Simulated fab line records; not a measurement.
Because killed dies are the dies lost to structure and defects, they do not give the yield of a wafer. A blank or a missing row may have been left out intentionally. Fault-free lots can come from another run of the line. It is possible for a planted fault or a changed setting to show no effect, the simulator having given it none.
fab line records ; flow nand_harc
[record] lots = 7; wafers = 21; last_day = 25
route steps=1159 shown P_GATE@137 END@1159
lots untouched by any fault: they come from a run of this same line in which no faults occurred
start_h: start of the lot's first displayed wafer, in hours after the record's first day ; wait_h: hours from the lot's prior step to this one ; " the same as in the row above ; L1.1+2: a row that stands for several wafers ; - no value present, or no start provided ; * or withheld: withheld ; < > ~ a bound
route shown NAME@n: names a module that has steps shown in the file, with the first one's number in the route ; usual: mean and standard deviation over wafers with no fault ; same: alike in all rows ; chamber/n: place in a boat ; sites: each site's reading ; _std_site: the standard deviation of these ; _edge_site: inner sites' mean taken away from outer sites' mean ; radius_mm: for every site, how far away it sits from the centre of the wafer ; mask NAME#n: copy n ; behind: the last tool/chamber to shape the wafer ; hold: the reason the lot was held/the length of the hold in hours/how it ended ; device: the n, p or np transistor that did not switch ; end of line: tests of these same wafers at the route's end ; step lacking rows: just its recipe ; killed: count of dies lost to structure and defects at first sort (not the wafer's yield) ; map: per-die view of a wafer (x killed, . not killed, _ where there is no die)
set.NAME: setting as actually run; set.NAME@STEP: the setting as run at that earlier step ; model.NAME: the simulator's own value behind a step, which no gauge read
lots seen at some steps along the route; tables by step, rows by wafer
services: the hour from which a tool's chamber was out of use, counted from the record's first day as start_h (under 0 if before that day), plus the number of hours and why
[[steps]]
[step NHARC_P_GATE_EBR_22]
[step NHARC_P_GATE_EXPOSE_23]
[recipe] na = 1.35; target_cd_nm = 120; dose_mj = 93.91; mask_id = P_GATE
[step NHARC_P_GATE_PEB_24]
[recipe] peb_temp_c = 100; peb_time_s = 65
[step NHARC_P_GATE_DEVELOP_25]
[recipe] develop_time_s = 35; dev_temp_c = 23
[step NHARC_P_GATE_CD_MEAS_26]
[recipe] target_cd_nm = 120; landing_energy_ev = 500
[usual] cd_nm = 119.7/0.57
lot.wafer;tool;chamber;start_h;wait_h;cd_nm
L568.1;cd_sem-02;0;85.65;-;119.9
L568.2;cd_sem-02;0;85.65;-;120.0
L568.6;cd_sem-02;0;85.65;-;119.6
L569.3;cd_sem-01;0;100.58;-;119.6
L569.4;cd_sem-01;0;100.58;-;120.2
L569.6;cd_sem-01;0;100.58;-;119.7
L580.3;cd_sem-01;0;168.62;-;120.5
L580.5;cd_sem-01;0;168.62;-;119.8
L580.6;cd_sem-01;0;168.62;-;120.5
L578.2;cd_sem-02;0;169.31;-;119.8
L578.3;cd_sem-02;0;169.31;-;119.7
L578.5;cd_sem-02;0;169.31;-;119.9
L582.1;cd_sem-01;0;178.59;-;119.9
L582.2;cd_sem-01;0;178.59;-;120.8
L582.5;cd_sem-01;0;178.59;-;119.8
L585.2;cd_sem-03;0;199.26;-;119.5
L585.4;cd_sem-03;0;199.26;-;119.5
L585.5;cd_sem-03;0;199.26;-;120.0
L590.3;cd_sem-01;0;226.09;-;120.0
L590.5;cd_sem-01;0;226.09;-;119.4
L590.6;cd_sem-01;0;226.09;-;119.4
[step NHARC_P_GATE_OVL_MEAS_27]
[usual] overlay_x_nm = 0.3/0.77; overlay_y_nm = 0.2/1.1
lot.wafer;tool;chamber;start_h;wait_h;overlay_x_nm;overlay_y_nm
L568.1;overlay-02;-;85.74;-;0.3;-1.9
L568.2;overlay-02;-;85.74;-;-0.2;-1.8
L568.6;overlay-02;-;85.74;-;0.6;-1.5
L569.3;overlay-01;-;100.67;-;1.1;-2.0
L569.4;overlay-01;-;100.67;-;0.2;-2.4
L569.6;overlay-01;-;100.67;-;0.9;-2.3
L580.3;overlay-02;-;168.70;-;0.7;-0.6
L580.5;overlay-02;-;168.70;-;-0.7;-0.4
L580.6;overlay-02;-;168.70;-;0.0;0.1
L578.2;overlay-01;-;169.40;-;0.1;0.2
L578.3;overlay-01;-;169.40;-;0.1;-0.2
L578.5;overlay-01;-;169.40;-;0.1;0.6
L582.1;overlay-02;-;178.67;-;0.2;-0.6
L582.2;overlay-02;-;178.67;-;0.8;-0.5
L582.5;overlay-02;-;178.67;-;0.2;-1.1
L585.2;overlay-02;-;199.35;-;1.2;0.6
L585.4;overlay-02;-;199.35;-;1.2;0.7
L585.5;overlay-02;-;199.35;-;1.0;0.3
L590.3;overlay-02;-;226.18;-;0.3;0.2
L590.5;overlay-02;-;226.18;-;0.4;0.8
L590.6;overlay-02;-;226.18;-;-0.3;0.5
[step NHARC_P_GATE_INSPECT_28]
[usual] raw_defect_count = 6.0/2.6
lot.wafer;tool;chamber;start_h;wait_h;raw_defect_count
L568.1;defect_inspect-02;-;85.77;0.0;3
L568.2;defect_inspect-02;-;85.77;0.0;4
L568.6;defect_inspect-02;-;85.77;0.0;6
L569.3;defect_inspect-02;-;100.71;0.0;7
L569.4;defect_inspect-02;-;100.71;0.0;4
L569.6;defect_inspect-02;-;100.71;0.0;4
L580.3;defect_inspect-02;-;168.74;0.0;7
L580.5;defect_inspect-02;-;168.74;0.0;8
L580.6;defect_inspect-02;-;168.74;0.0;13
L578.2;defect_inspect-02;-;169.44;0.0;3
L578.3;defect_inspect-02;-;169.44;0.0;7
L578.5;defect_inspect-02;-;169.44;0.0;3
L582.1;defect_inspect-01;-;178.71;0.0;4
L582.2;defect_inspect-01;-;178.71;0.0;9
L582.5;defect_inspect-01;-;178.71;0.0;5
L585.2;defect_inspect-02;-;199.38;0.0;9
L585.4;defect_inspect-02;-;199.38;0.0;9
L585.5;defect_inspect-02;-;199.38;0.0;7
L590.3;defect_inspect-01;-;226.21;0.0;6
L590.5;defect_inspect-01;-;226.21;0.0;6
L590.6;defect_inspect-01;-;226.21;0.0;8
[step NHARC_P_GATE_DESCUM_31]
[recipe] time_s = 3; o2_flow_sccm = 200; ar_flow_sccm = 0; bias_power_w = 0; chemistry = O2
[usual] drypump_motor_current_A = 5.59/0.29; oes_product_au = 1.001/0.0077; rf_vpp_V = 57.8/0.85; showerhead_plenum_p_Torr = 1.93/0.077; throttle_valve_pct = 11.311/0.0087
lot.wafer;tool;chamber;start_h;wait_h;drypump_motor_current_A;oes_product_au;rf_hours_counter_h;rf_vpp_V;showerhead_plenum_p_Torr;throttle_valve_pct
L568.1;rie_diel-04;2;85.83;0.1;5.07;1.012;51;57.6;1.95;11.322
L568.2;rie_diel-04;1;85.83;0.1;5.51;1.004;50;57.1;1.77;11.318
L568.6;rie_diel-04;3;85.83;0.1;5.74;1.000;-;57.6;2.00;11.301
L569.3;rie_diel-12;1;100.77;0.1;5.79;0.999;12;58.3;1.91;11.316
L569.4;rie_diel-12;0;100.77;0.1;5.53;1.005;12;58.7;2.02;11.315
L569.6;rie_diel-12;1;100.77;0.1;5.77;0.996;-;57.5;1.91;11.313
L580.3;rie_diel-04;3;168.82;0.1;5.75;1.002;18;57.2;1.99;11.323
L580.6;rie_diel-04;0;168.82;0.1;5.40;1.009;-;57.0;1.87;11.323
L580.5;rie_diel-04;1;168.82;0.1;5.56;0.984;-;58.3;2.07;11.315
L578.3;rie_diel-12;3;169.52;0.1;5.45;1.012;21;58.1;1.85;11.314
L578.2;rie_diel-12;1;169.52;0.1;5.77;1.002;27;56.7;1.91;11.293
L578.5;rie_diel-12;2;169.52;0.1;5.86;0.987;-;57.1;1.85;11.304
L582.1;rie_diel-12;1;178.77;0.1;5.78;1.003;29;57.0;1.91;11.303
L582.2;rie_diel-12;3;178.77;0.1;5.37;1.016;22;57.0;1.85;11.309
L582.5;rie_diel-12;1;178.77;0.1;5.77;1.002;-;57.3;1.91;11.323
L585.4;rie_diel-04;3;199.45;0.1;5.75;1.008;29;59.5;1.98;11.302
L585.2;rie_diel-04;0;199.45;0.1;5.38;1.005;30;57.8;1.86;11.304
L585.5;rie_diel-04;3;199.45;0.1;5.70;1.004;-;57.0;1.98;11.297
L590.3;rie_diel-12;0;226.30;0.1;5.51;0.996;3;58.4;2.01;11.310
L590.5;rie_diel-12;1;226.30;0.1;5.77;1.006;-;56.8;1.90;11.292
L590.6;rie_diel-12;2;226.30;0.1;5.88;1.004;-;55.8;1.85;11.325
[step NHARC_P_GATE_ETCH_104]
[recipe] target_depth_a = 600; time_s = withheld; cf4_flow_sccm = 100; chf3_flow_sccm = 30; ar_flow_sccm = 0; rf_w = 500; bias_w = 200; chemistry = CF4/CHF3
[usual] bias_w = 199.9/0.6; drypump_motor_current_A = 5.59/0.29; oes_product_au = 0.954/0.018; rf_vpp_V = 371.2/2.1; showerhead_plenum_p_Torr = 1.59/0.06; throttle_valve_pct = 16.802/0.0077
lot.wafer;tool;chamber;start_h;wait_h;bias_w;drypump_motor_current_A;oes_product_au;rf_vpp_V;showerhead_plenum_p_Torr;throttle_valve_pct
L568.1;rie_diel-04;2;85.92;0.1;200.0;5.05;0.963;373.3;1.60;16.791
L568.2;rie_diel-04;0;85.92;0.1;200.1;5.39;0.967;370.4;1.55;16.803
L568.6;rie_diel-04;2;85.92;0.1;200.5;5.05;0.965;371.9;1.60;16.799
L569.3;rie_diel-12;0;100.86;0.1;200.2;5.52;0.938;372.9;1.66;16.810
L569.4;rie_diel-12;1;100.86;0.1;199.7;5.76;0.929;369.8;1.57;16.795
L569.6;rie_diel-12;3;100.86;0.1;199.9;5.42;0.925;369.6;1.53;16.788
L580.3;rie_diel-04;1;168.99;0.2;200.2;5.54;0.949;375.5;1.70;16.803
L580.6;rie_diel-04;0;168.99;0.2;200.3;5.39;0.951;369.4;1.54;16.805
L580.5;rie_diel-04;1;168.99;0.2;199.6;5.57;0.955;374.3;1.70;16.788
L578.2;rie_diel-12;3;169.90;0.3;198.3;5.41;0.956;369.0;1.52;16.817
L578.3;rie_diel-12;1;169.90;0.3;200.5;5.79;0.925;370.7;1.57;16.805
L578.5;rie_diel-12;3;169.90;0.3;199.6;5.42;0.961;369.3;1.52;16.798
L582.1;rie_diel-12;0;178.86;0.1;200.9;5.52;0.950;374.5;1.65;16.821
L582.2;rie_diel-12;2;178.86;0.1;198.5;5.87;0.946;370.5;1.52;16.806
L582.5;rie_diel-12;0;178.86;0.1;200.0;5.51;0.963;374.2;1.65;16.790
L585.2;rie_diel-04;3;199.54;0.1;200.2;5.72;0.942;371.6;1.63;16.802
L585.4;rie_diel-04;0;199.54;0.1;199.5;5.39;0.929;367.9;1.54;16.816
L585.5;rie_diel-04;3;199.54;0.1;200.0;5.75;0.932;371.3;1.63;16.811
L590.3;rie_diel-12;0;226.37;0.1;200.0;5.51;0.972;373.9;1.65;16.803
L590.5;rie_diel-12;1;226.37;0.1;200.6;5.81;0.963;369.4;1.57;16.802
L590.6;rie_diel-12;2;226.37;0.1;200.6;5.88;0.956;367.8;1.52;16.804
[step NHARC_P_GATE_HM_OPEN_105]
[recipe] target_depth_a = 3600; o2_flow_sccm = 400; cos_flow_sccm = 20; ar_flow_sccm = 0; rf_w = 500; bias_w = 300; chemistry = O2/COS
[usual] bias_w = 300.0/0.86; cos_flow_sccm = 19.99/0.062; drypump_motor_current_A = 5.59/0.3; oes_product_au = 1.002/0.0076; rf_vpp_V = 467.8/2.7; showerhead_plenum_p_Torr = 3.15/0.12; throttle_valve_pct = 28.330/0.0095
lot.wafer;tool;chamber;start_h;wait_h;bias_w;cos_flow_sccm;drypump_motor_current_A;oes_product_au;rf_hours_counter_h;rf_vpp_V;showerhead_plenum_p_Torr;throttle_valve_pct
L568.1;rie_diel-04;0;-;-;299.2;20.10;5.41;0.996;52;466.1;3.07;28.320
L568.2;rie_diel-04;2;-;-;300.4;20.11;5.08;1.003;51;468.3;3.18;28.307
L568.6;rie_diel-04;1;-;-;299.2;19.94;5.54;0.991;-;460.7;2.90;28.320
L569.4;rie_diel-12;2;-;-;299.5;20.04;5.90;1.003;12;465.1;3.03;28.341
L569.3;rie_diel-12;3;-;-;300.9;20.08;5.45;1.011;12;464.5;3.03;28.332
L569.6;rie_diel-12;1;-;-;298.7;19.89;5.80;1.003;-;466.8;3.12;28.337
L580.3;rie_diel-04;1;-;-;300.2;20.01;5.55;1.009;16;471.6;3.36;28.339
L580.6;rie_diel-04;1;-;-;298.9;20.00;5.55;1.004;-;470.8;3.36;28.355
L580.5;rie_diel-04;2;-;-;301.6;20.04;5.08;1.014;-;468.7;3.16;28.353
L578.2;rie_diel-12;1;-;-;299.5;19.97;5.80;1.006;27;467.5;3.11;28.332
L578.3;rie_diel-12;3;-;-;300.4;20.01;5.50;1.000;21;465.3;3.03;28.334
L578.5;rie_diel-12;2;-;-;300.5;20.04;5.85;0.994;-;465.3;3.03;28.330
L582.2;rie_diel-12;1;-;-;299.5;20.01;5.81;1.003;29;465.4;3.11;28.336
L582.1;rie_diel-12;3;-;-;300.5;20.02;5.42;1.005;22;465.9;3.02;28.325
L582.5;rie_diel-12;2;-;-;299.9;20.01;5.87;1.001;-;463.8;3.03;28.330
L585.4;rie_diel-04;1;-;-;299.4;20.07;5.57;0.998;27;471.5;3.36;28.339
L585.2;rie_diel-04;3;-;-;299.7;20.03;5.72;1.008;29;469.5;3.23;28.315
L585.5;rie_diel-04;1;-;-;299.9;19.91;5.56;1.004;-;471.7;3.36;28.330
L590.3;rie_diel-12;3;-;-;301.2;20.03;5.42;1.008;3;466.0;3.02;28.326
L590.5;rie_diel-12;3;-;-;300.7;19.98;5.45;1.000;-;465.9;3.02;28.328
L590.6;rie_diel-12;0;-;-;298.8;19.86;5.56;0.992;-;469.8;3.28;28.331
[step NHARC_P_GATE_STRIP_106]
[recipe] o2_flow_sccm = 400; cos_flow_sccm = 20; ar_flow_sccm = 0; bias_w = 0; chemistry = O2/COS
[step NHARC_P_GATE_ETCH_114]
[recipe] target_depth_a = 300; overetch_a = 30; time_s = 16.5; ion_energy_ev = 100; cf4_flow_sccm = 80; o2_flow_sccm = 20; ar_flow_sccm = 0; rf_w = 300; bias_w = 100; chemistry = CF4/O2
[usual] bias_w = 99.98/0.27; drypump_motor_current_A = 5.57/0.28; oes_o_777_au = 1.001/0.0044; oes_product_au = 1.000/0.0067; rf_vpp_V = 198.2/1.3; showerhead_plenum_p_Torr = 1.35/0.051; throttle_valve_pct = 13.398/0.0083
lot.wafer;tool;chamber;start_h;wait_h;bias_w;drypump_motor_current_A;oes_o_777_au;oes_product_au;rf_hours_counter_h;rf_vpp_V;showerhead_plenum_p_Torr;throttle_valve_pct
L568.1;rie_diel-04;0;-;-;99.60;5.36;1.002;1.003;52;197.7;1.31;13.405
L568.2;rie_diel-04;1;-;-;99.78;5.54;0.997;0.999;50;195.7;1.24;13.394
L568.6;rie_diel-04;3;-;-;99.51;5.75;1.002;1.000;-;197.6;1.39;13.391
L569.3;rie_diel-12;0;-;-;99.96;5.53;0.989;0.999;12;199.6;1.41;13.392
L569.4;rie_diel-12;2;-;-;99.58;5.85;1.003;0.998;12;195.7;1.30;13.414
L569.6;rie_diel-12;3;-;-;100.32;5.41;0.999;0.999;-;196.5;1.29;13.401
L580.3;rie_diel-04;1;-;-;100.22;5.56;1.005;1.004;16;199.8;1.44;13.392
L580.5;rie_diel-04;2;-;-;99.74;5.07;1.010;1.011;-;198.0;1.35;13.398
L580.6;rie_diel-04;3;-;-;100.19;5.72;0.995;1.014;-;200.0;1.39;13.407
L578.3;rie_diel-12;0;-;-;99.77;5.50;0.995;0.999;26;199.4;1.41;13.400
L578.2;rie_diel-12;2;-;-;99.70;5.86;1.002;0.992;28;198.4;1.29;13.391
L578.5;rie_diel-12;3;-;-;100.25;5.41;1.001;1.006;-;198.4;1.29;13.414
L582.2;rie_diel-12;2;-;-;100.24;5.85;1.001;0.998;29;197.0;1.29;13.399
L582.1;rie_diel-12;3;-;-;99.82;5.41;0.999;1.000;23;197.4;1.29;13.403
L582.5;rie_diel-12;2;-;-;100.25;5.88;1.005;0.993;-;196.5;1.29;13.407
L585.2;rie_diel-04;0;-;-;100.02;5.40;0.997;1.007;30;195.9;1.30;13.394
L585.4;rie_diel-04;1;-;-;99.78;5.51;0.998;0.994;28;200.5;1.44;13.392
L585.5;rie_diel-04;0;-;-;99.68;5.39;1.005;1.003;-;197.5;1.30;13.395
L590.3;rie_diel-12;1;-;-;99.37;5.80;1.002;1.000;3;199.1;1.33;13.391
L590.5;rie_diel-12;0;-;-;100.19;5.53;0.996;0.997;-;198.9;1.40;13.391
L590.6;rie_diel-12;1;-;-;99.93;5.78;1.007;1.008;-;196.8;1.33;13.380
[step NHARC_P_GATE_ETCH_32]
[recipe] target_depth_a = 1500; over_etch_frac = 1; over_etch_ion_energy_ev = 40; time_s = 100.1; hbr_flow_sccm = 150; cl2_flow_sccm = 50; rf_w = 400; icp_w = 400; bias_w = 100; chemistry = HBr/Cl2
[usual] bias_w = 100.0/0.32; drypump_motor_current_A = 6.0/0.51; mfc_cl2_sccm = 50.00/0.15; oes_product_au = 0.998/0.0073; throttle_valve_pct = 26.406/0.0084
lot.wafer;tool;chamber;start_h;wait_h;bias_w;drypump_motor_current_A;mfc_cl2_sccm;oes_product_au;rf_hours_counter_h;throttle_valve_pct
L568.1;rie_si-03;3;86.34;-;100.7;6.6;49.78;0.997;0.9;26.418
L568.2;rie_si-03;2;86.34;-;100.5;6.7;49.89;1.002;0.9;26.411
L568.6;rie_si-03;3;86.34;-;100.3;6.6;49.94;0.999;-;26.405
L569.3;rie_si-06;1;101.24;-;99.9;6.0;50.07;1.003;0.8;26.394
L569.4;rie_si-06;2;101.24;-;100.7;5.8;49.82;0.990;0.8;26.408
L569.6;rie_si-06;0;101.24;-;99.7;6.5;50.02;0.995;-;26.391
L580.3;rie_si-03;0;169.39;-;99.6;5.1;40.36;1.001;0.0;25.814
L580.6;rie_si-03;0;169.39;-;99.3;5.1;40.07;0.990;-;25.800
L580.5;rie_si-03;1;169.39;-;100.2;6.5;39.82;1.000;-;25.818
L578.3;rie_si-03;2;170.36;-;99.6;6.7;40.02;0.998;0.1;25.822
L578.2;rie_si-03;3;170.36;-;100.2;6.6;40.00;0.987;0.1;25.806
L578.5;rie_si-03;2;170.36;-;99.6;6.7;40.04;1.008;-;25.815
L582.2;rie_si-03;3;179.46;-;100.0;6.6;39.80;0.999;0.2;25.811
L582.1;rie_si-03;0;179.46;-;100.0;5.1;39.80;0.988;0.2;25.822
L582.5;rie_si-03;2;179.46;-;100.0;6.7;39.95;0.990;-;25.821
L585.4;rie_si-02;0;200.49;-;99.6;6.4;50.26;0.986;1.7;26.409
L585.2;rie_si-02;1;200.49;-;99.3;5.6;49.91;0.989;1.6;26.412
L585.5;rie_si-02;1;200.49;-;99.7;5.5;49.88;0.989;-;26.388
L590.3;rie_si-06;3;226.75;-;100.2;5.3;49.91;1.000;0.4;26.417
L590.5;rie_si-06;2;226.75;-;100.1;5.8;49.99;0.998;-;26.395
L590.6;rie_si-06;3;226.75;-;99.8;5.4;50.09;1.003;-;26.398
[step NHARC_P_GATE_STRIP_108]
[recipe] o2_flow_sccm = 500; ar_flow_sccm = 0; bias_w = 0; chemistry = O2
[usual] drypump_motor_current_A = 5.61/0.28; oes_product_au = 1.001/0.0074; rf_vpp_V = 57.9/0.85; showerhead_plenum_p_Torr = 3.54/0.13; throttle_valve_pct = 17.037/0.0099
[same] bias_w = 0
lot.wafer;tool;chamber;start_h;wait_h;drypump_motor_current_A;oes_product_au;rf_hours_counter_h;rf_vpp_V;showerhead_plenum_p_Torr;throttle_valve_pct
L568.2;rie_diel-12;1;86.50;-;5.81;1.000;8;58.0;3.53;17.042
L568.1;rie_diel-12;2;86.50;-;5.89;0.999;9;56.3;3.43;17.040
L568.6;rie_diel-12;1;86.50;-;5.82;1.007;-;56.8;3.53;17.046
L569.3;rie_diel-12;0;101.42;-;5.53;1.006;12;58.5;3.72;17.034
L569.4;rie_diel-12;1;101.42;-;5.77;1.008;12;58.5;3.53;17.032
L569.6;rie_diel-12;2;101.42;-;5.87;0.995;-;56.6;3.43;17.033
L580.3;rie_diel-04;1;169.56;-;5.58;0.995;16;57.4;3.80;17.025
L580.5;rie_diel-04;1;169.56;-;5.59;0.995;-;59.7;3.80;17.050
L580.6;rie_diel-04;2;169.56;-;5.07;1.002;-;57.7;3.57;17.038
L578.3;rie_diel-12;2;170.54;-;5.88;0.982;28;58.8;3.42;17.039
L578.2;rie_diel-12;0;170.54;-;5.54;1.008;26;58.0;3.71;17.040
L578.5;rie_diel-12;2;170.54;-;5.87;0.999;-;57.2;3.42;17.045
L582.2;rie_diel-12;2;179.59;-;5.87;0.996;29;58.5;3.42;17.046
L582.1;rie_diel-12;0;179.59;-;5.52;1.007;27;58.6;3.71;17.049
L582.5;rie_diel-12;3;179.59;-;5.41;1.005;-;57.0;3.42;17.043
L585.2;rie_diel-12;2;200.75;-;5.87;1.001;34;56.3;3.42;17.043
L585.4;rie_diel-12;0;200.75;-;5.54;1.002;-;60.1;3.70;17.046
L585.5;rie_diel-12;2;200.75;-;5.88;1.002;-;56.5;3.42;17.054
L590.3;rie_diel-02;2;226.92;-;6.24;0.990;29;56.9;3.70;17.046
L590.5;rie_diel-02;0;226.92;-;5.64;1.001;-;58.9;3.73;17.046
L590.6;rie_diel-02;3;226.92;-;4.91;1.008;-;59.8;3.51;17.046
[step NHARC_END_SORT_01]
[recipe] temp_c = 25
[usual] killed_at_array = 29/11; killed_at_other = 0.6/0.89; killed_at_periphery = 3.8/2.8; killed_dies = 33/12; killed_open = 3.5/1.9; killed_short = 1.9/1.3
[same] gross_dies = 677
lot.wafer;tool;chamber;start_h;wait_h;killed_at_array;killed_at_other;killed_at_periphery;killed_dies;killed_open;killed_short
L569.3;prober-02;0;448.71;3.1;24;0;2;26;0;1
L569.4;prober-02;0;449.52;3.4;20;0;0;20;3;2
L569.6;prober-02;0;451.15;4.1;24;1;1;26;2;4
L578.2;prober-02;0;513.49;2.8;36;0;3;39;8;3
L578.3;prober-02;0;514.29;3.1;27;0;6;33;7;3
L578.5;prober-02;0;515.88;3.7;28;0;6;34;2;3
L580.3;prober-01;0;515.69;3.1;48;2;5;55;3;2
L580.5;prober-01;0;517.25;3.6;37;0;7;44;1;2
L580.6;prober-01;0;518.03;3.9;36;1;5;42;0;2
L582.1;prober-02;0;526.07;2.5;36;0;3;39;0;3
L582.2;prober-02;0;526.88;2.8;37;0;15;52;4;2
L582.5;prober-02;0;529.29;3.7;27;0;6;33;2;0
L585.2;prober-02;0;563.53;2.8;12;2;2;16;3;0
L585.4;prober-02;0;565.11;3.4;17;1;2;20;4;1
L585.5;prober-02;0;565.90;3.7;13;0;2;15;1;3
// killed by level:class
L569.3 A_SLIT:chamber_film_flake=10 A_CHANNEL_HOLE_D1:chamber_film_flake=5 A_STAIRCASE:chamber_film_flake=3 P_ZERO_WELL:chamber_film_flake=2 A_M1:chamber_film_flake=2 A_CONTACT:geometric_particle:short=1 A_CHANNEL_FILL_D1:chamber_film_flake=1 A_WL_FILL:chamber_film_flake=1
L569.4 A_SLIT:chamber_film_flake=6 A_CONTACT:chamber_film_flake=4 A_ONON_D1:geometric_particle:short=2 A_CHANNEL_HOLE_D1:chamber_film_flake=2 A_CONTACT:geometric_particle:open=1 A_BLC:geometric_particle:open=1 A_M0:geometric_particle:open=1 A_STAIRCASE:chamber_film_flake=1
L569.6 A_SLIT:chamber_film_flake=12 A_CONTACT:chamber_film_flake=3 A_STAIRCASE:chamber_film_flake=2 P_CONTACT:geometric_particle:short=1 A_ONON_D1:geometric_particle:short=1 A_CHANNEL_FILL_D1:geometric_particle:open=1 A_WL_FILL:geometric_particle:short=1 A_CONTACT:geometric_particle:short=1
L578.2 A_SLIT:chamber_film_flake=15 A_CHANNEL_HOLE_D1:chamber_film_flake=4 A_CONTACT:geometric_particle:open=3 A_CONTACT:chamber_film_flake=3 A_SGD_CUT:geometric_particle:open=2 A_STAIRCASE:chamber_film_flake=2 P_M0:geometric_particle:open=1 A_ONON_D1:geometric_particle:short=1
L578.3 A_SLIT:chamber_film_flake=13 A_STAIRCASE:chamber_film_flake=6 P_M0:geometric_particle:short=2 P_GATE:geometric_particle:open=1 P_M0:geometric_particle:open=1 A_ONON_D1:geometric_particle:open=1 A_CHANNEL_FILL_D1:geometric_particle:open=1 A_WL_FILL:geometric_particle:open=1
L580.3 A_SLIT:chamber_film_flake=18 A_CHANNEL_HOLE_D1:chamber_film_flake=18 A_CONTACT:chamber_film_flake=6 A_STAIRCASE:chamber_film_flake=3 A_CONTACT:geometric_particle:open=2 P_STI:chamber_film_flake=2 P_CONTACT:geometric_particle:open=1 A_ONON_D1:geometric_particle:short=1
L578.5 A_SLIT:chamber_film_flake=9 A_STAIRCASE:chamber_film_flake=7 A_CHANNEL_HOLE_D1:chamber_film_flake=5 A_CONTACT:chamber_film_flake=3 P_M0:geometric_particle:open=2 P_GATE:chamber_film_flake=2 A_WL_FILL:geometric_particle:short=1 A_BLC:geometric_particle:short=1
L580.5 A_CHANNEL_HOLE_D1:chamber_film_flake=14 A_SLIT:chamber_film_flake=13 A_STAIRCASE:chamber_film_flake=6 P_STI:chamber_film_flake=5 A_CONTACT:chamber_film_flake=2 P_GATE:geometric_particle:short=1 A_STAIRCASE:geometric_particle:short=1 A_SGD_CUT:geometric_particle:open=1
L580.6 A_CHANNEL_HOLE_D1:chamber_film_flake=13 A_SLIT:chamber_film_flake=12 A_STAIRCASE:chamber_film_flake=5 P_STI:chamber_film_flake=4 A_CONTACT:chamber_film_flake=3 A_M0:geometric_particle:short=2 P_BONDPAD:chamber_film_flake=1 A_WL_FILL:chamber_film_flake=1
L582.1 A_CHANNEL_HOLE_D1:chamber_film_flake=16 A_SLIT:chamber_film_flake=13 P_CONTACT:chamber_film_flake=3 A_WL_FILL:geometric_particle:short=2 A_CONTACT:chamber_film_flake=2 A_ONON_D1:geometric_particle:short=1 A_STAIRCASE:chamber_film_flake=1 A_WL_FILL:chamber_film_flake=1
L582.2 A_CHANNEL_HOLE_D1:chamber_film_flake=16 P_CONTACT:chamber_film_flake=11 A_SLIT:chamber_film_flake=9 A_CONTACT:chamber_film_flake=3 A_CONTACT:geometric_particle:open=2 A_CONTACT:geometric_particle:short=2 P_GATE:chamber_film_flake=2 A_STAIRCASE:chamber_film_flake=2
L582.5 A_CHANNEL_HOLE_D1:chamber_film_flake=15 A_SLIT:chamber_film_flake=8 P_CONTACT:chamber_film_flake=5 A_ONON_D1:geometric_particle:open=2 A_WL_FILL:chamber_film_flake=2 P_ZERO_WELL:chamber_film_flake=1
L585.2 A_CHANNEL_HOLE_D1:chamber_film_flake=6 A_SGD_CUT:chamber_film_flake=2 THIN_TSV:chamber_film_flake=2 P_CONTACT:geometric_particle:open=1 P_M0:geometric_particle:open=1 A_CONTACT:geometric_particle:open=1 A_SLIT:chamber_film_flake=1 A_WL_FILL:chamber_film_flake=1
L585.4 A_CONTACT:chamber_film_flake=4 A_CHANNEL_HOLE_D1:chamber_film_flake=3 A_WL_FILL:chamber_film_flake=3 A_SGD_CUT:chamber_film_flake=2 P_CONTACT:geometric_particle:open=1 A_SOURCE_PLATE:geometric_particle:open=1 A_CONTACT:geometric_particle:short=1 A_BLC:geometric_particle:open=1
L585.5 A_CHANNEL_HOLE_D1:chamber_film_flake=4 A_WL_FILL:geometric_particle:short=2 A_WL_FILL:chamber_film_flake=2 A_CONTACT:chamber_film_flake=2 A_ONON_D1:geometric_particle:short=1 A_CONTACT:geometric_particle:open=1 P_GATE:chamber_film_flake=1 P_M1:chamber_film_flake=1
[[services]]
tool;chamber;start_h;hours;kind
rie_si-03;0;75.02;9.7;repair
rie_si-02;3;78.57;13.6;repair
rie_diel-12;0;83.47;-;clean
rie_diel-12;1;83.47;-;clean
rie_diel-12;2;83.47;-;clean
rie_diel-12;3;83.47;-;clean
rie_diel-12;0;107.97;-;clean
rie_diel-12;1;107.97;-;clean
rie_diel-04;-;112.09;9.0;pm
rie_diel-12;3;116.65;4.4;repair
rie_diel-04;1;121.94;9.3;repair
rie_si-03;3;126.96;8.0;repair
rie_diel-04;-;130.91;2.7;repair
rie_diel-12;3;146.58;16.9;repair
rie_diel-02;-;151.26;9.0;pm
rie_si-03;-;155.00;9.0;pm
rie_si-03;1;170.01;2.2;repair
rie_si-06;-;183.00;9.0;pm
rie_si-06;2;198.51;6.2;repair
rie_diel-12;1;198.75;4.1;repair
rie_diel-12;-;202.40;9.0;pm
rie_si-02;-;211.00;9.0;pm
rie_diel-02;1;218.06;10.4;repair
rie_si-03;1;225.59;4.3;repair
[[key]]
[first_sign] step = NHARC_P_GATE_ETCH_32; reading = throttle_valve_pct; direction = down; sigmas = 70; usual = 26.406; struck = 25.814
[effect] step = NHARC_P_GATE_ETCH_32; reading = mfc_cl2_sccm; direction = down; sigmas = 66; usual = 50.00; struck = 39.98
met_at NHARC_P_GATE_ETCH_32
struck_wafers L578.2,L578.3,L578.5,L580.3,L580.5,L580.6,L582.1,L582.2,L582.5
tester_left_out L578,L580,L582
onset_between 86.34 169.39
[fault] kind = process_parameter_drift; tool = rie_si-03; chamber = -; onset_h = 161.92; steps = NHARC_P_GATE_ETCH_32; channel = cl2_flow_sccm; offset = *; shape = step; end_h = 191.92; acts_in = *; stated = *
// tester_left_out: of these lots the tester's yield and bins aren't shown, on N5 and GAA mostly nor the transistor test; their killed dies are dies lost to structure and defects alone, not to doping, threshold or leakage, so they don't give the yield
